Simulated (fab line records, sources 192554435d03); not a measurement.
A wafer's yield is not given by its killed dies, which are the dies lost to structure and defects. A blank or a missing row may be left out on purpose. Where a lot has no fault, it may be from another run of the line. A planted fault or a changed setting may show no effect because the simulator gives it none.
fab line records	flow n5_finfet
record lots=5	wafers=15	last_day=18
route steps=1938 shown MOL_CONTACT_COAG@542 BEOL_M4@1111 PASSIVATION@1936
lots with no fault: from the same line, run without faults
start_h: the number of hours between the record's first day and the start of the first shown wafer of the lot	wait_h: time in hours since the lot's previous step	" same as the row above	L1.1+2: a single row standing in for several wafers	- no value present, or no start provided	* or withheld: withheld	< > ~ a bound
route shown NAME@n: a module of which the file shows steps, and the number in the route of the first	usual: the fault-free wafers' mean and standard deviation	same: alike in all rows	chamber/n: place in a boat	sites: each site's reading	_std_site: their standard deviation	_edge_site: inner sites' mean taken away from outer sites' mean	radius_mm: for every site, how far away it sits from the centre of the wafer	mask NAME#n: copy n	behind: the tool/chamber that last shaped the wafer	hold: cause of the lot's hold/its duration in hours/its outcome	device: transistor that didn't switch, given as n, p or np	end of line: the route-end tests of the same wafers	where a step has no rows: the recipe by itself	killed: dies lost to structure and defects at the first sort, not the wafer's yield	map: shows each die of a wafer: x if killed, . if not, _ if none is there
set.NAME: the setting the step ran with; set.NAME@STEP: the setting that earlier step ran with	model.NAME: the simulator's own value behind a step, which no gauge read
lots at selected steps of the route; one table per step, one row per wafer
services: a tool's chamber out of use, with start hour (start_h, from the record's first day; less than 0 if before it), hours out, and reason
## steps
# step N5_MOL_CONTACT_COAG_PRECLEAN_111
# recipe chemistry=NF3:NH3	afs_cycles=1	temp_c=30	time_s=20	sublimation_temp_c=180	sublimation_time_s=60	pressure_torr=3	rf_power_w=30
# step N5_MOL_CONTACT_COAG_TI_SIL_19
# recipe material=Ti	target_thk_a=42	temp_c=200	chamber_pressure_pa=5	power_w=5000	time_s=15
# step N5_MOL_CONTACT_COAG_ALD_20
# recipe material=TiN	target_thk_a=15	temp_c=400	ald_precursor_family=TiCl4	ald_co_reactant=NH3	pulse_time_s=1	purge_time_s=3	co_reactant_purge_time_s=2	co_reactant_pulse_time_s=2	ald_cycles=68	pressure_torr=3
# step N5_MOL_CONTACT_COAG_SIL_ANNEAL_21
# recipe temp_c=550	time_s=60	ambient=N2
# step N5_MOL_CONTACT_COAG_PRE_CLEAN_141
# recipe gas=H2/He	time_s=60	temp_c=300
# step N5_MOL_CONTACT_COAG_SPUTTER_143
# recipe material=Co	target_thk_a=25	temp_c=25	chamber_pressure_pa=0.2
# step N5_MOL_CONTACT_COAG_CO_FILL_22
# recipe material=Co	target_thk_a=200	temp_c=200	precursor=CCTBA/H2	pressure_torr=30
# step N5_MOL_CONTACT_COAG_ANNEAL_113
# recipe temp_c=400	time_s=300	ambient=H2/N2
# step N5_MOL_CONTACT_COAG_PRE_CLEAN_142
# recipe gas=H2/He	time_s=60	temp_c=300
# step N5_MOL_CONTACT_COAG_SPUTTER_130
# recipe material=Co	target_thk_a=475	temp_c=25	chamber_pressure_pa=0.5	power_w=3000
# step N5_MOL_CONTACT_COAG_PRECLEAN_125
# recipe chemistry=DIW	time_s=57.5	temp_c=23
# step N5_MOL_CONTACT_COAG_SRD_126
# recipe dry_time_s=32	dry=n2_spin	spin_rpm=1500
# step N5_MOL_CONTACT_COAG_CMP_23
# recipe stop_on=SiO2	t_overpolish_s=1.5	post_cmp_clean=cu_alkaline	down_force_psi=2	platen_rpm=50.289	pad_velocity_m_s=1.0006	target_thk_nm=0
# usual edge_zone_pressure_frac=1.000/0.0049	head_pressure_psi=2.000/0.0045	motor_current_A=7.5/0.89	overpolish_run_s=1.500/0.011	platen_rpm=50.29/0.031	time_to_endpoint_s=10.1/2.5
lot.wafer	tool	chamber	start_h	wait_h	edge_zone_pressure_frac	head_pressure_psi	motor_current_A	overpolish_run_s	platen_rpm	time_to_endpoint_s	model.Co_of_MOL_CONTACT_COAG_SPUTTER_130.thk_nm	model.SiNx_of_GATE_CUT_SAC_CAP_01.thk_nm
L316.2	cmp-02	2	96.31	0.0	1.001	1.997	7.8	1.515	50.27	13.1	0	18.2
L316.3	"	3	"	"	1.006	2.002	7.3	1.508	50.26	9.6	0	18.4
L316.1	"	1	"	"	1.003	1.996	8.2	1.507	50.32	10.0	0	18.2
L326.1	cmp-03	0	152.45	0.1	-	-	-	-	-	-	47.4	20.2
L326.3	"	1	"	"	-	-	-	-	-	-	47.2	20.2
L326.5	"	0	"	"	-	-	-	-	-	-	47	20.2
L327.4	cmp-02	3	161.06	0.0	-	-	-	-	-	-	48.6	20.4
L327.3	"	1	"	"	-	-	-	-	-	-	48.2	20.4
L327.5	"	3	"	"	-	-	-	-	-	-	48.6	20.4
L329.2	cmp-04	1	168.31	0.0	-	-	-	-	-	-	47.6	20.4
L329.1	"	2	"	"	-	-	-	-	-	-	47.6	20.2
L329.6	"	2	"	"	-	-	-	-	-	-	47.8	20.4
L337.1	cmp-03	2	233.22	0.0	1.005	2.005	6.0	1.510	50.27	6.4	0	18.2
L337.5	"	2	"	"	0.997	2.004	5.8	1.492	50.30	9.6	0	18.2
L337.6	"	3	"	"	0.991	2.003	8.7	1.497	50.26	4.6	0	18.4
# step N5_MOL_CONTACT_COAG_WET_ETCH_26
# recipe target=Co	target_depth_nm=13
# step N5_MOL_CONTACT_COAG_WET_ETCH_116
# recipe chemistry=SC1-inhibited	target_depth_nm=4.6	dry=ipa_marangoni	rinse_time_s=30	rinse_temp_c=23
# step N5_MOL_CONTACT_COAG_ALD_27
# recipe material=SiOC	target_thk_a=170	temp_c=400	ald_precursor_family=carbosiloxane	ald_co_reactant=H2-plasma	pulse_time_s=1.5	time_s=2720	purge_time_s=2	co_reactant_purge_time_s=2	ald_cycles=340	pressure_torr=2
# step N5_MOL_CONTACT_COAG_CMP_28
# recipe stop_on=SiNx	t_overpolish_s=0.85	post_cmp_clean=alkaline_brush	down_force_psi=4.15	platen_rpm=51.8	pad_velocity_m_s=1.0307	target_thk_nm=14.522
# usual edge_zone_pressure_frac=1.001/0.0047	head_pressure_psi=4.150/0.0087	motor_current_A=11.5/1.3	platen_rpm=51.80/0.034
lot.wafer	tool	chamber	start_h	wait_h	edge_zone_pressure_frac	head_pressure_psi	motor_current_A	platen_rpm	model.SiNx_of_GATE_CUT_SAC_CAP_01.thk_nm
L316.1	cmp-03	2	98.70	0.8	1.000	4.155	9.3	51.79	17.8
L316.2	"	0	"	"	0.997	4.151	10.9	51.78	17.8
L316.3	"	1	"	"	1.003	4.150	12.5	51.82	18
L326.3	cmp-03	3	154.84	0.8	1.000	4.156	13.3	51.81	19.8
L326.1	"	0	"	"	0.998	4.153	10.8	51.79	19.8
L326.5	"	3	"	"	1.000	4.142	13.7	51.84	19.8
L327.4	cmp-03	0	163.74	0.8	1.016	4.148	11.0	51.85	20
L327.3	"	3	"	"	0.993	4.145	13.3	51.78	20
L327.5	"	1	"	"	1.007	4.145	12.1	51.80	20
L329.2	cmp-04	3	170.77	0.9	0.999	4.153	13.5	51.82	20
L329.1	"	0	"	"	0.996	4.145	11.2	51.84	19.8
L329.6	"	2	"	"	0.993	4.149	10.5	51.78	20
L337.1	cmp-02	2	235.61	0.8	0.999	4.133	12.7	51.80	17.8
L337.6	"	2	"	"	0.998	4.145	12.6	51.82	18
L337.5	"	3	"	"	1.000	4.149	11.3	51.76	17.8
# step N5_MOL_CONTACT_COAG_THK_MEAS_29
# recipe reads=SiNx_of_GATE_CUT_PECVD_57+SiNx_of_GATE_CUT_SAC_CAP_01
# usual MD_CAP_THK=17.89/0.082
lot.wafer	tool	chamber	start_h	wait_h	MD_CAP_THK[nm]
L316.1	film_metro-02	-	98.99	-	17.89
L316.2	"	-	"	"	17.79
L316.3	"	-	"	"	18.01
L326.1	film_metro-01	-	155.10	-	19.87
L326.3	"	-	"	"	19.78
L326.5	"	-	"	"	19.72
L327.3	film_metro-02	-	164.03	-	19.98
L327.4	"	-	"	"	20.00
L327.5	"	-	"	"	20.05
L329.1	film_metro-02	-	170.99	-	19.87
L329.2	"	-	"	"	20.03
L329.6	"	-	"	"	19.89
L337.1	film_metro-01	-	235.90	-	17.90
L337.5	"	-	"	"	17.85
L337.6	"	-	"	"	18.07
# step N5_MOL_CONTACT_COAG_ALD_123
# recipe material=SiNx	target_thk_a=50	temp_c=400	ald_precursor_family=SiH2I2	ald_co_reactant=N2/H2-plasma	pulse_time_s=1	purge_time_s=2	co_reactant_purge_time_s=2	ald_cycles=100	pressure_torr=2
# step N5_MOL_CONTACT_COAG_PECVD_31
# recipe material=SiO2	target_thk_a=460	temp_c=400	precursor=TEOS/O2	pressure_torr=6.5	rf_w=withheld	teos_flow_sccm=withheld	gas=O2	flow_sccm=2650	time_s=8.9
# step N5_MOL_CONTACT_COAG_COAT_75
# recipe resist=SOC	temp_c=250	time_s=60	spin_rpm=1500	resist_thk_nm=60
# step N5_MOL_CONTACT_COAG_COAT_76
# recipe resist=SiARC	temp_c=220	time_s=60	spin_rpm=1500	resist_thk_nm=10
# step N5_MOL_CONTACT_COAG_COAT_77
# recipe resist=underlayer	temp_c=205	time_s=60	spin_rpm=1500	resist_thk_nm=10
# step N5_MOL_CONTACT_COAG_COAT_78
# recipe resist=CAR-EUV	spin_rpm=1500	resist_thk_nm=40
# step N5_MOL_CONTACT_COAG_EBR_80
# recipe solvent=PGMEA	ebr_width_mm=1.5
# step N5_MOL_CONTACT_COAG_SOFTBAKE_79
# recipe temp_c=110	time_s=60	resist=CAR-EUV
# step N5_MOL_CONTACT_COAG_EXPOSE_81
# recipe mask_id=VG	na=0.33	source_shape=annular	sigma_inner=0.3	sigma_outer=0.7	polarization=unpolarized	defocus_nm=0	dose_mj=59.5
# step N5_MOL_CONTACT_COAG_PEB_82
# recipe peb_temp_c=100	peb_time_s=60	resist=CAR-EUV
# step N5_MOL_CONTACT_COAG_DEVELOP_83
# recipe develop_time_s=30	developer=TMAH	resist=CAR-EUV	rinse_liquid=surfactant_rinse	dry=air_spin	dev_temp_c=23
# step N5_MOL_CONTACT_COAG_DESCUM_88
# recipe chemistry=O2	time_s=7	source_power_w=50	bias_power_w=20	pressure_mtorr=20	rf_frequency_hz=2.712e+07	temp_c=40	resist=CAR-EUV	o2_flow_sccm=225
# step N5_MOL_CONTACT_COAG_ETCH_89
# recipe chemistry=N2/H2	target=underlayer	target_depth_a=130	mask_material=CAR-EUV	time_s=10.4	ion_energy_ev=200	pressure_mtorr=30	source_w=840	bias_w=150	n2_flow_sccm=200	h2_flow_sccm=200	ends=cleared
# step N5_MOL_CONTACT_COAG_ETCH_90
# recipe chemistry=CF4	target=SiARC	target_depth_a=130	mask_material=CAR-EUV	time_s=21.7	ion_energy_ev=80	pressure_mtorr=40	source_w=545	bias_w=36	Ar_flow_sccm=100	cf4_flow_sccm=100	ends=cleared
# step N5_MOL_CONTACT_COAG_ALD_131
# recipe material=SiO2	target_thk_a=50	temp_c=100	ald_precursor_family=BDEAS	ald_co_reactant=O2-plasma	pulse_time_s=1	co_reactant_pulse_time_s=1	purge_time_s=2	co_reactant_purge_time_s=2	ald_cycles=35	pressure_torr=2
# step N5_MOL_CONTACT_COAG_ETCHBACK_132
# recipe chemistry=CHF3	target=SiO2	target_depth_a=100	time_s=6.7	ion_energy_ev=200	pressure_mtorr=30	source_w=610	bias_w=170	Ar_flow_sccm=200	CHF3_flow_sccm=50
# step N5_MOL_CONTACT_COAG_ETCH_91
# recipe chemistry=N2/H2	target=SOC	target_depth_a=600	overetch_a=210	mask_material=SiARC	temp_c=40	time_s=101.2	ion_energy_ev=200	pressure_mtorr=30	source_w=840	bias_w=150	n2_flow_sccm=200	h2_flow_sccm=200
# step N5_MOL_CONTACT_COAG_STRIP_92
# recipe chemistry=N2/H2	temp_c=40	n2_flow_sccm=200	h2_flow_sccm=200	rf_frequency_hz=6e+07
# step N5_MOL_CONTACT_COAG_STRIP_93
# recipe chemistry=N2/H2	temp_c=40	n2_flow_sccm=200	h2_flow_sccm=200	rf_frequency_hz=6e+07
# step N5_MOL_CONTACT_COAG_ETCH_47
# recipe chemistry=CH3F/O2	target=SiNx	target_depth_a=270	mask_material=SiO2	stop_on=W	over_etch_frac=0.2	ion_energy_ev=120	endpoint=OES-CN	pressure_mtorr=30	source_w=395	bias_w=73	Ar_flow_sccm=150	CH3F_flow_sccm=30	O2_flow_sccm=20	ends=end_point
# usual CH3F_flow_sccm=29.99/0.091	drypump_motor_current_A=5.7/0.51	etch_rf_on_time_s=31.3/0.6	oes_product_au=0.74/0.059	rf_vpp_V=298/6	showerhead_plenum_p_Torr=2.00/0.056	throttle_valve_pct=16.25/0.24
lot.wafer	tool	chamber	start_h	wait_h	CH3F_flow_sccm	drypump_motor_current_A	etch_rf_on_time_s	oes_product_au	rf_hours_counter_h	rf_vpp_V	showerhead_plenum_p_Torr	throttle_valve_pct	model.etch.t_clear_s	model.MOL_CONTACT_COAG.feature_depth_nm	model.etch.depth_nm
L316.1	rie_diel-03	0	100.60	0.0	30.23	5.5	30.8	0.78	47	304	2.11	15.76	25.67	18.4	17.86
L316.2	"	2	"	"	29.96	5.6	30.3	0.85	4	295	2.05	15.92	25.22	18.4	17.8
L316.3	"	1	"	"	29.91	6.1	32.0	0.84	16	308	2.05	16.05	26.68	18.6	18.01
L326.1	rie_diel-06	3	156.84	0.0	30.01	6.6	34.2	0.72	84	298	2.03	16.45	28.5	20.6	19.9
L326.3	"	2	"	"	30.00	5.5	35.5	0.73	88	297	1.94	16.31	29.61	20.4	19.78
L326.5	"	1	"	"	29.80	4.9	34.4	0.67	-	307	1.92	16.48	28.69	20.4	19.78
L327.3	rie_diel-02	2	165.73	0.0	30.20	5.1	34.6	0.82	25	287	1.95	16.41	28.82	20.6	19.98
L327.4	"	2	"	"	30.07	5.1	34.5	0.82	-	286	1.95	16.42	28.72	20.6	19.97
L327.5	"	0	"	"	29.98	5.4	36.3	0.64	-	295	2.00	16.53	30.23	20.8	20.04
L329.1	rie_diel-06	2	172.90	0.0	30.05	5.4	35.5	0.73	93	298	1.94	16.33	29.6	20.6	19.83
L329.2	"	0	"	"	30.23	6.3	35.0	0.78	35	292	1.97	16.43	29.17	20.8	20.05
L329.6	"	2	"	"	30.11	5.4	36.0	0.73	-	296	1.94	16.31	29.96	20.6	19.93
L337.1	rie_diel-06	0	238.02	0.0	29.93	6.2	31.3	0.75	56	293	1.96	16.46	26.05	18.4	17.9
L337.5	"	1	"	"	29.95	4.8	31.3	0.65	-	306	1.91	16.52	26.06	18.4	17.87
L337.6	"	0	"	"	30.01	6.2	31.3	0.75	-	292	1.96	16.45	26.12	18.6	18.03
# step N5_BEOL_M4_RC_MEAS_101
# usual DIBL_N=36.0/1.9	DIBL_P=36.0/2.1	IOFF_N=0.155/0.029	IOFF_P=0.20/0.032	ION_N=672/11	ION_P=461/6.9	SS_N=71.5/0.58	SS_P=73.2/0.64	VT_N=250.4/2.9	VT_P=-251.0/2.8
lot.wafer	tool	chamber	start_h	wait_h	DIBL_N[mV/V]	DIBL_P[mV/V]	IOFF_N[nA/um]	IOFF_P[nA/um]	ION_N[uA/um]	ION_P[uA/um]	SS_N[mV/dec]	SS_P[mV/dec]	VT_N[mV]	VT_P[mV]
L316.1	prober-02	0	179.89	0.0	35.1	34.2	0.126	0.16	654	438	71.7	72.7	255.4	-258.2
L316.2	"	0	"	"	34.4	34.5	0.125	0.15	663	452	70.8	72.5	252.5	-258.4
L316.3	"	0	"	"	34.0	34.4	0.124	0.16	672	456	71.2	72.5	251.0	-254.6
L337.1	prober-02	0	311.89	0.0	34.8	34.8	0.151	0.21	676	463	71.3	72.6	251.0	-250.0
L337.5	"	0	"	"	33.5	33.6	0.134	0.19	677	468	71.2	72.5	252.4	-247.9
L337.6	"	0	"	"	33.5	33.8	0.130	0.18	673	463	71.0	71.8	253.3	-252.4
# step N5_PASSIVATION_PROBE_49
# usual defect_limited_yield=91.0/1.5	killed_at_M0_to_M3=33/9.4	killed_at_M4_up=14/4.8	killed_at_contacts=13/7.3	killed_at_front_end=43/13	killed_at_other=3.6/2.9	killed_dies=106/18	killed_on_rim=14/4.2	killed_open=69/13	killed_short=35/8.2	sort_bin_5_function=5.3/1	sort_bin_6_memory=3.3/0.68	sort_bin_8_speed=0.01/0.027	sort_n_pass=1074/18	sort_yield_pct=91.0/1.5
# same gross_dies=1180	killed_at_back_side=0	sort_bin_4_leakage[%]=0
lot.wafer	tool	chamber	start_h	wait_h	defect_limited_yield[%]	killed_at_M0_to_M3	killed_at_M4_up	killed_at_contacts	killed_at_front_end	killed_at_other	killed_dies	killed_on_rim	killed_open	killed_short	sort_bin_5_function[%]	sort_bin_6_memory[%]	sort_bin_8_speed[%]	sort_n_pass	sort_yield_pct[%]
L327.3	prober-02	-	345.18	0.1	0	34	8	1065	68	5	1180	152	78	40	6.1	3.5	0	0	0
L327.4	prober-02	-	345.23	0.2	0	40	14	1097	27	2	1180	152	50	33	4.2	2.6	0	0	0
L327.5	prober-02	-	345.28	0.2	0	43	9	1089	33	6	1180	152	59	36	5.1	2.7	0	0	0
L326.1	prober-02	-	356.55	0.0	0	31	14	1091	43	1	1180	152	59	35	5.0	2.5	0	0	0
L326.3	prober-02	-	356.65	0.1	0	26	18	1080	54	2	1180	152	81	35	5.5	4.2	0	0	0
L326.5	prober-02	-	356.75	0.2	0	31	21	1086	39	3	1180	152	65	35	5.6	2.6	0	0	0
L329.1	prober-01	-	358.10	0.0	0	35	8	1083	49	5	1180	152	76	38	5.3	4.2	0	0	0
L329.2	prober-01	-	358.15	0.1	0	23	8	1099	44	6	1180	152	53	32	3.9	3.0	0	0	0
L329.6	prober-01	-	358.35	0.3	0	41	8	1094	34	3	1180	152	69	21	4.6	2.9	0	0	0
L337.1	prober-01	-	421.92	0.0	91.6	28	5	17	48	1	99	21	64	35	5.0	2.9	0	1081	91.6
L337.5	prober-01	-	422.12	0.2	90.8	42	10	16	38	2	108	11	65	37	5.5	3.0	0	1072	90.8
L337.6	prober-01	-	422.17	0.3	92.2	28	24	17	23	0	92	16	43	41	4.2	2.8	0	1088	92.2
# killed by level:class
L327.3 MOL_CONTACT_COAG:area_cmp=1059 FIN_SAQP:geometric_particle:open=20 FIN_SAQP:geometric_particle:short=13 BEOL_M0_SAQP:geometric_particle:open=11 STI_FIN_REVEAL:geometric_particle:open=7 BEOL_M2:geometric_particle:open=7 MOL_CONTACT_COAG:geometric_particle:open=6 BEOL_M0_SAQP:geometric_particle:short=6
L327.4 MOL_CONTACT_COAG:area_cmp=1096 BEOL_M0_SAQP:geometric_particle:short=11 FIN_SAQP:geometric_particle:open=8 BEOL_M0_SAQP:geometric_particle:open=8 BEOL_M4:geometric_particle:open=7 BEOL_M2:geometric_particle:open=4 BEOL_M1:geometric_particle:open=4 FIN_SAQP:geometric_particle:short=3
L327.5 MOL_CONTACT_COAG:area_cmp=1083 FIN_SAQP:geometric_particle:open=8 BEOL_M2:geometric_particle:open=8 BEOL_M0_SAQP:geometric_particle:open=7 BEOL_M0_SAQP:geometric_particle:short=6 BEOL_M0:geometric_particle:open=6 GATE_CUT:geometric_particle:short=5 BEOL_M1:geometric_particle:short=5
L326.1 MOL_CONTACT_COAG:area_cmp=1085 STI_FIN_REVEAL:geometric_particle:open=10 BEOL_M0_SAQP:geometric_particle:open=10 GATE_CUT:geometric_particle:short=9 BEOL_M3:geometric_particle:open=7 BEOL_M2:geometric_particle:open=6 DUMMY_GATE:geometric_particle:open=5 MOL_CONTACT_COAG:geometric_particle:open=5
L326.3 MOL_CONTACT_COAG:area_cmp=1063 MOL_CONTACT_COAG:geometric_particle:open=16 DUMMY_GATE:geometric_particle:open=15 FIN_SAQP:geometric_particle:open=7 BEOL_M2:geometric_particle:open=7 BEOL_M3:geometric_particle:open=7 FIN_SAQP:geometric_particle:short=6 STI_FIN_REVEAL:geometric_particle:open=6
L326.5 MOL_CONTACT_COAG:area_cmp=1079 STI_FIN_REVEAL:geometric_particle:open=13 BEOL_M0_SAQP:geometric_particle:short=9 BEOL_M3:geometric_particle:open=9 BEOL_M2:geometric_particle:open=7 BEOL_M6:geometric_particle:open=6 STARTING-WAFER:geometric_particle:short=6 GATE_CUT:geometric_particle:short=5
L329.1 MOL_CONTACT_COAG:area_cmp=1065 FIN_SAQP:geometric_particle:open=18 BEOL_M1:geometric_particle:open=15 MOL_CONTACT_COAG:geometric_particle:open=11 BEOL_M0_SAQP:geometric_particle:short=10 DUMMY_GATE:geometric_particle:open=7 MOL_CONTACT_COAG:geometric_particle:short=7 STI_FIN_REVEAL:geometric_particle:open=6
L329.2 MOL_CONTACT_COAG:area_cmp=1095 STI_FIN_REVEAL:geometric_particle:open=13 FIN_SAQP:geometric_particle:short=9 STI_FIN_REVEAL:geometric_particle:short=8 BEOL_M3:geometric_particle:open=6 BEOL_M1:geometric_particle:open=5 FIN_SAQP:geometric_particle:open=4 ILD0:geometric_particle:open=4
L329.6 MOL_CONTACT_COAG:area_cmp=1089 FIN_SAQP:geometric_particle:open=10 BEOL_M0_SAQP:geometric_particle:open=9 BEOL_M3:geometric_particle:open=9 STI_FIN_REVEAL:geometric_particle:open=7 BEOL_M0_SAQP:geometric_particle:short=6 BEOL_M1:geometric_particle:open=6 BEOL_M2:geometric_particle:open=6
L337.1 FIN_SAQP:geometric_particle:short=12 MOL_CONTACT_COAG:geometric_particle:open=11 FIN_SAQP:geometric_particle:open=9 GATE_CUT:geometric_particle:open=7 BEOL_M0_SAQP:geometric_particle:open=7 MOL_CONTACT_COAG:geometric_particle:short=6 BEOL_M3:geometric_particle:open=6 BEOL_M0_SAQP:geometric_particle:short=6
L337.5 BEOL_M0_SAQP:geometric_particle:open=18 BEOL_M0_SAQP:geometric_particle:short=15 MOL_CONTACT_COAG:geometric_particle:open=12 FIN_SAQP:geometric_particle:short=7 FIN_SAQP:geometric_particle:open=6 STARTING-WAFER:geometric_particle:open=5 HKMG_FIN:area_etch=5 DUMMY_GATE:geometric_particle:open=4
L337.6 MOL_CONTACT_COAG:geometric_particle:open=13 BEOL_M4:geometric_particle:open=10 BEOL_M0_SAQP:geometric_particle:short=10 BEOL_M0:geometric_particle:short=7 FIN_SAQP:geometric_particle:short=5 MOL_CONTACT_COAG:geometric_particle:short=4 BEOL_M3:geometric_particle:open=4 BEOL_M4:geometric_particle:short=4
# map L326.1 (x killed, . not)
_________________xxxxxxxxxxxx________________
______________xxxxxxxxxxxxxxxxxx_____________
___________xxxxxxxxxxxxxxxxxxxxxxxx__________
__________xxxxxxxxxxxxxxxxxxxxxxxxxx_________
________xxxxxxxxxxxxxxxxxxxxxxxxxxxxxx_______
_______xxxxxxxxxxxxxxxxxxxxxxxxxxxxxxxx______
______xxxxxxxxxxxxxxxxxxxxxxxxxxxxxxxxxx_____
_____xxxxxxxxxxxxxxxxxxxxxxxxxxxxxxxxxxxx____
____xxxxxxxxxxxxxxxxxxxxxxxxxxxxxxxxxxxxxx___
___xxxxxxxxxxxxxxxxxxxxxxxxxxxxxxxxxxxxxxxx__
___xxxxxxxxxxxxxxxxxxxxxxxxxxxxxxxxxxxxxxxx__
__xxxxxxxxxxxxxxxxxxxxxxxxxxxxxxxxxxxxxxxxxx_
__xxxxxxxxxxxxxxxxxxxxxxxxxxxxxxxxxxxxxxxxxx_
_xxxxxxxxxxxxxxxxxxxxxxxxxxxxxxxxxxxxxxxxxxxx
_xxxxxxxxxxxxxxxxxxxxxxxxxxxxxxxxxxxxxxxxxxxx
_xxxxxxxxxxxxxxxxxxxxxxxxxxxxxxxxxxxxxxxxxxxx
_xxxxxxxxxxxxxxxxxxxxxxxxxxxxxxxxxxxxxxxxxxxx
_xxxxxxxxxxxxxxxxxxxxxxxxxxxxxxxxxxxxxxxxxxxx
_xxxxxxxxxxxxxxxxxxxxxxxxxxxxxxxxxxxxxxxxxxxx
_xxxxxxxxxxxxxxxxxxxxxxxxxxxxxxxxxxxxxxxxxxxx
_xxxxxxxxxxxxxxxxxxxxxxxxxxxxxxxxxxxxxxxxxxxx
__xxxxxxxxxxxxxxxxxxxxxxxxxxxxxxxxxxxxxxxxxx_
__xxxxxxxxxxxxxxxxxxxxxxxxxxxxxxxxxxxxxxxxxx_
___xxxxxxxxxxxxxxxxxxxxxxxxxxxxxxxxxxxxxxxx__
___xxxxxxxxxxxxxxxxxxxxxxxxxxxxxxxxxxxxxxxx__
____xxxxxxxxxxxxxxxxxxxxxxxxxxxxxxxxxxxxxx___
_____xxxxxxxxxxxxxxxxxxxxxxxxxxxxxxxxxxxx____
______xxxxxxxxxxxxxxxxxxxxxxxxxxxxxxxxxx_____
_______xxxxxxxxxxxxxxxxxxxxxxxxxxxxxxxx______
________xxxxxxxxxxxxxxxxxxxxxxxxxxxxxx_______
__________xxxxxxxxxxxxxxxxxxxxxxxxxx_________
___________xxxxxxxxxxxxxxxxxxxxxxxx__________
______________xxxxxxxxxxxxxxxxxx_____________
_________________xxxxxxxxxxxx________________
# map L327.3 (x killed, . not)
_________________xxxxxxxxxxxx________________
______________xxxxxxxxxxxxxxxxxx_____________
___________xxxxxxxxxxxxxxxxxxxxxxxx__________
__________xxxxxxxxxxxxxxxxxxxxxxxxxx_________
________xxxxxxxxxxxxxxxxxxxxxxxxxxxxxx_______
_______xxxxxxxxxxxxxxxxxxxxxxxxxxxxxxxx______
______xxxxxxxxxxxxxxxxxxxxxxxxxxxxxxxxxx_____
_____xxxxxxxxxxxxxxxxxxxxxxxxxxxxxxxxxxxx____
____xxxxxxxxxxxxxxxxxxxxxxxxxxxxxxxxxxxxxx___
___xxxxxxxxxxxxxxxxxxxxxxxxxxxxxxxxxxxxxxxx__
___xxxxxxxxxxxxxxxxxxxxxxxxxxxxxxxxxxxxxxxx__
__xxxxxxxxxxxxxxxxxxxxxxxxxxxxxxxxxxxxxxxxxx_
__xxxxxxxxxxxxxxxxxxxxxxxxxxxxxxxxxxxxxxxxxx_
_xxxxxxxxxxxxxxxxxxxxxxxxxxxxxxxxxxxxxxxxxxxx
_xxxxxxxxxxxxxxxxxxxxxxxxxxxxxxxxxxxxxxxxxxxx
_xxxxxxxxxxxxxxxxxxxxxxxxxxxxxxxxxxxxxxxxxxxx
_xxxxxxxxxxxxxxxxxxxxxxxxxxxxxxxxxxxxxxxxxxxx
_xxxxxxxxxxxxxxxxxxxxxxxxxxxxxxxxxxxxxxxxxxxx
_xxxxxxxxxxxxxxxxxxxxxxxxxxxxxxxxxxxxxxxxxxxx
_xxxxxxxxxxxxxxxxxxxxxxxxxxxxxxxxxxxxxxxxxxxx
_xxxxxxxxxxxxxxxxxxxxxxxxxxxxxxxxxxxxxxxxxxxx
__xxxxxxxxxxxxxxxxxxxxxxxxxxxxxxxxxxxxxxxxxx_
__xxxxxxxxxxxxxxxxxxxxxxxxxxxxxxxxxxxxxxxxxx_
___xxxxxxxxxxxxxxxxxxxxxxxxxxxxxxxxxxxxxxxx__
___xxxxxxxxxxxxxxxxxxxxxxxxxxxxxxxxxxxxxxxx__
____xxxxxxxxxxxxxxxxxxxxxxxxxxxxxxxxxxxxxx___
_____xxxxxxxxxxxxxxxxxxxxxxxxxxxxxxxxxxxx____
______xxxxxxxxxxxxxxxxxxxxxxxxxxxxxxxxxx_____
_______xxxxxxxxxxxxxxxxxxxxxxxxxxxxxxxx______
________xxxxxxxxxxxxxxxxxxxxxxxxxxxxxx_______
__________xxxxxxxxxxxxxxxxxxxxxxxxxx_________
___________xxxxxxxxxxxxxxxxxxxxxxxx__________
______________xxxxxxxxxxxxxxxxxx_____________
_________________xxxxxxxxxxxx________________
## services
tool	chamber	start_h	hours	kind
rie_diel-02	2	74.93	-	clean
rie_diel-02	2	74.93	-	consumable_replace:focus_ring
rie_diel-02	2	74.93	26.6	scheduled_down
rie_diel-02	2	74.93	26.6	vent_cycle
cmp-04	-	76.95	21.0	repair
cmp-03	-	77.03	10.4	pm
cmp-04	-	97.98	3.6	pm
rie_diel-06	-	100.57	14.6	pm
cmp-03	-	128.46	4.0	pm
rie_diel-06	0	131.05	5.5	repair
cmp-03	-	132.46	-	consumable_replace:conditioner
cmp-03	-	132.46	-	consumable_replace:pad
rie_diel-06	0	162.38	3.7	repair
rie_diel-02	1	162.82	3.1	repair
cmp-02	-	172.72	1.7	repair
cmp-03	-	189.88	1.2	repair
cmp-04	-	197.34	4.2	repair
cmp-03	-	199.47	10.9	pm
cmp-03	-	217.35	4.0	repair
cmp-03	-	227.05	4.2	repair
cmp-02	-	236.73	2.3	repair
rie_diel-06	3	237.05	5.0	repair
## key
first_sign step=N5_MOL_CONTACT_COAG_CMP_23	reading=tool_record	direction=missing
effect step=N5_MOL_CONTACT_COAG_THK_MEAS_29	reading=MD_CAP_THK	direction=up	sigmas=25	usual=17.89	struck=19.91
effect step=N5_MOL_CONTACT_COAG_ETCH_47	reading=etch_rf_on_time_s	direction=up	sigmas=6.3	usual=*	struck=*
effect step=N5_PASSIVATION_PROBE_49	reading=killed_at_contacts	direction=up	sigmas=99+	usual=13	struck=1087
model_effect step=N5_MOL_CONTACT_COAG_CMP_23	value=Co_of_MOL_CONTACT_COAG_SPUTTER_130.thk_nm	without=0	struck=47.78
model_effect step=N5_MOL_CONTACT_COAG_CMP_28	value=SiNx_of_GATE_CUT_SAC_CAP_01.thk_nm	without=17.89	struck=19.91
model_effect step=N5_MOL_CONTACT_COAG_ETCH_47	value=etch.t_clear_s	without=26.27	struck=29.25
more_kills_born_at N5_MOL_CONTACT_COAG_CMP_23@cmp-04=3249	N5_MOL_CONTACT_COAG_CMP_23@cmp-02=3238	N5_MOL_CONTACT_COAG_CMP_23@cmp-03=3227
met_at N5_MOL_CONTACT_COAG_CMP_23
struck_wafers L326.1,L326.3,L326.5,L327.3,L327.4,L327.5,L329.1,L329.2,L329.6
later_rows_left_out L326.1,L326.3,L326.5,L327.3,L327.4,L327.5,L329.1,L329.2,L329.6
onset_between 96.31 152.45
fault kind=skipped_step_whole	tool=cmp-02,cmp-03,cmp-04	chamber=-	onset_h=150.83	steps=N5_MOL_CONTACT_COAG_CMP_23	scope=struck_lots_only
# later_rows_left_out: the simulator's readings of these wafers behind a module that went badly wrong aren't trusted and aren't shown, but for the sort
